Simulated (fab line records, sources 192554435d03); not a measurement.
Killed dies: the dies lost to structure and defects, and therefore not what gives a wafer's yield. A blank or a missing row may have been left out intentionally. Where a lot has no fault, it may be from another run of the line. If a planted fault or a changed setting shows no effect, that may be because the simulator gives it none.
Which of the tools did it?    flow n5 finfet    6 lots (17 wafers sampled), 1 step of a 1938-step route

== WHAT THE GAUGES SHOWED, per wafer ==
N5_BEOL_M13_OCD_MEAS_35.
lot   measured      on      trench depth nm (nm)
L172  day 12 01:44  ocd-01  417 407 419
L174  day 12 09:52  ocd-01  398 419 400
L180  day 13 18:01  ocd-02  419 408
L181  day 15 08:18  ocd-01  410 410 410
L189  day 16 22:41  ocd-02  417 419 421
L193  day 18 01:52  ocd-02  412 414 419

== WHAT TOOL EACH LOT RAN ON (gives the tool, then ch and the chambers of the sampled wafers, and finally the start) ==
No process step before these readings appears in the record.

== THE ANSWER, worked out from the rows above alone ==
Rule: usual is defined by the lots themselves. The widest of any qualifying gaps counts: lots, ordered by their means at a reading, are off when they make up no more than a third of the lots, leave a main group of 4 or more, and stand apart from it by 3 or more times the standard deviation of that group's means. A main group is skipped when, at the precision printed for the reading in the tables above, its means are all equal. Also off: a lot with no number at a reading for which 4 or more lots have one. The other lots that the step has rows for count as sound.
Across all readings shown, no lot is off: no conclusion can be drawn from this.

== WHAT THE SIMULATOR PUT IN ==
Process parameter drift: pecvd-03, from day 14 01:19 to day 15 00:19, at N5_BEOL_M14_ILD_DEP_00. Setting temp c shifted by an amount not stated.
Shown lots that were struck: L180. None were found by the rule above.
